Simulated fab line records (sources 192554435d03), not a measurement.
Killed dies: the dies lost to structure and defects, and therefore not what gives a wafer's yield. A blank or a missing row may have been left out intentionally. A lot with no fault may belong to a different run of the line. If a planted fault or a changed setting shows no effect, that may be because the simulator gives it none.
Chamber matching ; flow n5 finfet ; N5_BEOL_M12_ETCH_68 on rie diel-06 has 4 sister chambers
The step etches SOC in N2/H2, time 285 s. 8 wafers are shown with their chamber, then 8 later ones without.

EACH WAFER AND ITS CHAMBER
wafer;chamber;drypump motor current A (A);showerhead plenum p Torr (Torr)
L081.2;1;6.5;2.58
L081.4;3;5.4;2.49
L084.2;0;6.2;2.47
L084.6;2;5.7;2.47
L088.1;0;6.3;2.46
L088.5;3;5.3;2.49
L088.6;2;5.7;2.47
L094.2;1;6.5;2.57

WAFERS WITHOUT THEIR CHAMBER
wafer;drypump motor current A (A);showerhead plenum p Torr (Torr)
L094.3;6.2;2.46
L094.4;5.7;2.46
L095.3;6.2;2.46
L095.5;5.4;2.48
L095.6;5.7;2.46
L096.3;6.5;2.56
L096.4;6.2;2.46
L096.5;6.2;2.46

THE CHAMBER EACH PASSED THROUGH
wafer;from the rows above;in truth
L094.3;0;0
L094.4;2;2
L095.3;0;0
L095.5;3;3
L095.6;2;2
L096.3;1;1
L096.4;0;0
L096.5;0;0
Placed correctly: 8 of 8. Number that these rows cannot place: 0. 0 placed wrongly.
How it was worked out, from the rows above alone: a wafer's distance from a chamber is the root of the sum, over the readings, of the square of ((its reading less the chamber's mean) divided by the reading's scatter). If the next closest chamber is less than 2 further off than the closest, the wafer can't be placed; otherwise it belongs to the closest. For every chamber, the mean is computed from those of its wafers that are shown. How the scatter is found: for the shown wafers, subtract from each reading the mean of its chamber, square and add these, divide the total by (wafers less chambers), then take the root.
